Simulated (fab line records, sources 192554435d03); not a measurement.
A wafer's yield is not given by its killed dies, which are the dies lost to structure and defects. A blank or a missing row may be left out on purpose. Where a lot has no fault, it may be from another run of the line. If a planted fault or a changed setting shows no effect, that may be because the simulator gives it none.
The tool behind it: which one? / flow n5_finfet / 12 lots, 36 wafers sampled, at 1 step of a route of 1938

WHAT THE GAUGES SHOWED, per wafer
N5_BEOL_M11_OVL_MEAS_29.
lot=L075; measured=day 10 04:38; on=overlay-02; V10_OVL (nm)=-0.8 -0.3 -0.3
lot=L077; measured=day 11 00:56; on=overlay-02; V10_OVL (nm)=0.7 0.6 -0.2
lot=L081; measured=day 12 00:35; on=overlay-02; V10_OVL (nm)=0.3 -0.2 -0.8
lot=L080; measured=day 12 03:41; on=overlay-02; V10_OVL (nm)=1.3 0.2 0.5
lot=L083; measured=day 13 01:20; on=overlay-01; V10_OVL (nm)=0.6 0.6 1.1
lot=L085; measured=day 13 13:29; on=overlay-02; V10_OVL (nm)=1.8 0.3 -0.9
lot=L088; measured=day 14 02:49; on=overlay-01; V10_OVL (nm)=-0.8 -0.9 -0.5
lot=L089; measured=day 14 09:06; on=overlay-02; V10_OVL (nm)=0.4 -0.4 -0.6
lot=L090; measured=day 14 18:03; on=overlay-01; V10_OVL (nm)=-0.2 -0.1 -2.0
lot=L092; measured=day 15 10:35; on=overlay-02; V10_OVL (nm)=1.2 0.3 -0.4
lot=L097; measured=day 15 18:59; on=overlay-01; V10_OVL (nm)=-0.3 -0.2 0.5
lot=L096; measured=day 15 21:42; on=overlay-02; V10_OVL (nm)=-1.3 -1.3 -1.4

EACH LOT AND THE TOOL THAT RAN IT (in order: tool; ch and the chambers of the sampled wafers; start)
No process step before these readings appears in the record.

THE ANSWER, worked out from the rows above alone
Rule: what is usual is taken from the lots themselves. The widest of any qualifying gaps counts: lots, ordered by their means at a reading, are off when they make up no more than a third of the lots, leave a main group of 4 or more, and stand apart from it by 3 or more times the standard deviation of that group's means. The tables above print the reading to a certain number of digits; a main group whose means all agree to those digits is not used. Also off: a lot with no number at a reading for which 4 or more lots have one. Any other lot the step has rows for is counted as sound.
No lot is off at any reading shown: from this, nothing can be told.

WHAT THE SIMULATOR PUT IN
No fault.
